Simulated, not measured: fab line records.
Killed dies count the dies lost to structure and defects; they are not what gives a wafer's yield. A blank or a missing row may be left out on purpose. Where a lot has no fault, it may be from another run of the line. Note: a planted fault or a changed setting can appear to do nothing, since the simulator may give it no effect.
The tool behind it: which one?    flow n5_finfet    30 wafers from 10 lots sampled at 5 of the route's 1938 steps

WHAT THE GAUGES READ, wafer by wafer
N5_BEOL_M4_RC_MEAS_101.
lot   measured      on         DIBL_N (mV/V)
L182  day 7 22:36   prober-02  37.7 35.5 36.2
L184  day 8 05:44   prober-01  37.3 38.7 36.8
L186  day 8 21:00   prober-02  37.3 35.2 36.6
L187  day 9 01:47   prober-01  35.2 35.9 35.2
L189  day 9 03:59   prober-02  34.6 35.2 36.4
L197  day 11 12:38  prober-02  37.7 35.5 35.6
L198  day 11 15:52  prober-01  36.6 37.2 35.9
L201  day 12 12:56  prober-01  37.7 37.7 36.4
L202  day 12 20:18  prober-02  34.0 34.5 34.4
L205  day 14 02:44  prober-01  35.8 35.0 35.1

TOOL THAT RAN EACH LOT (tool first, then ch and the chambers of the sampled wafers, then the start)
lot   N5_BEOL_M0_ANNEAL_133         N5_BEOL_M0_ANNEAL_135         N5_BEOL_M1_EXPOSE_08               N5_BEOL_M1_DESCUM_16
L182  pvd_sputter-03, day 6 03:35   pvd_sputter-03, day 6 03:43   euv_scanner-01 ch 0, day 6 07:13   rie_diel-04 ch 1,2, day 6 07:27
L184  pvd_sputter-03, day 6 12:14   pvd_sputter-03, day 6 12:22   euv_scanner-02 ch 0, day 6 17:54   rie_diel-04 ch 0,1,2, day 6 18:10
L186  pvd_sputter-01, day 7 01:33   pvd_sputter-01, day 7 01:40   euv_scanner-01 ch 0, day 7 04:14   rie_diel-06 ch 0,1,2, day 7 04:40
L187  pvd_sputter-03, day 7 04:09   pvd_sputter-03, day 7 04:16   euv_scanner-01 ch 0, day 7 06:49   rie_diel-05 ch 1,2,3, day 7 07:05
L189  pvd_sputter-03, day 7 09:40   pvd_sputter-03, day 7 09:47   euv_scanner-01 ch 0, day 7 16:16   rie_diel-05 ch 2,3, day 7 16:31
L197  pvd_sputter-03, day 9 17:06   pvd_sputter-03, day 9 17:13   euv_scanner-01 ch 0, day 9 20:22   rie_diel-04 ch 2,3, day 9 20:46
L198  pvd_sputter-03, day 10 00:19  pvd_sputter-03, day 10 00:26  euv_scanner-01 ch 0, day 10 02:43  rie_diel-05 ch 0,1,3, day 10 03:27
L201  pvd_sputter-03, day 10 16:44  pvd_sputter-03, day 10 16:51  euv_scanner-02 ch 0, day 10 19:36  rie_diel-05 ch 0,3, day 10 19:51
L202  pvd_sputter-03, day 11 03:03  pvd_sputter-03, day 11 03:10  euv_scanner-02 ch 0, day 11 04:56  rie_diel-04 ch 0,2, day 11 05:13
L205  pvd_sputter-02, day 12 03:35  pvd_sputter-02, day 12 03:43  euv_scanner-02 ch 0, day 12 06:11  rie_diel-04 ch 0,1, day 12 06:26
- N5_BEOL_M0_ANNEAL_133: time 60 s.
- N5_BEOL_M0_ANNEAL_135: time 60 s.
- N5_BEOL_M1_EXPOSE_08: exposes mask M1.
- N5_BEOL_M1_DESCUM_16: chemistry O2, time 7 s.

THE ANSWER, worked out from the rows above alone
Rule: the usual values come from the lots themselves. The widest of any qualifying gaps counts: lots, ordered by their means at a reading, are off when they make up no more than a third of the lots, leave a main group of 4 or more, and stand apart from it by 3 or more times the standard deviation of that group's means. A main group is skipped when, at the precision printed for the reading in the tables above, its means are all equal. A lot without any number at a reading at which 4 lots or more have one is off too. The other lots that the step has rows for count as sound.
Across all readings shown, no lot is off: no conclusion can be drawn from this.

WHAT HAD BEEN PUT IN BY THE SIMULATOR
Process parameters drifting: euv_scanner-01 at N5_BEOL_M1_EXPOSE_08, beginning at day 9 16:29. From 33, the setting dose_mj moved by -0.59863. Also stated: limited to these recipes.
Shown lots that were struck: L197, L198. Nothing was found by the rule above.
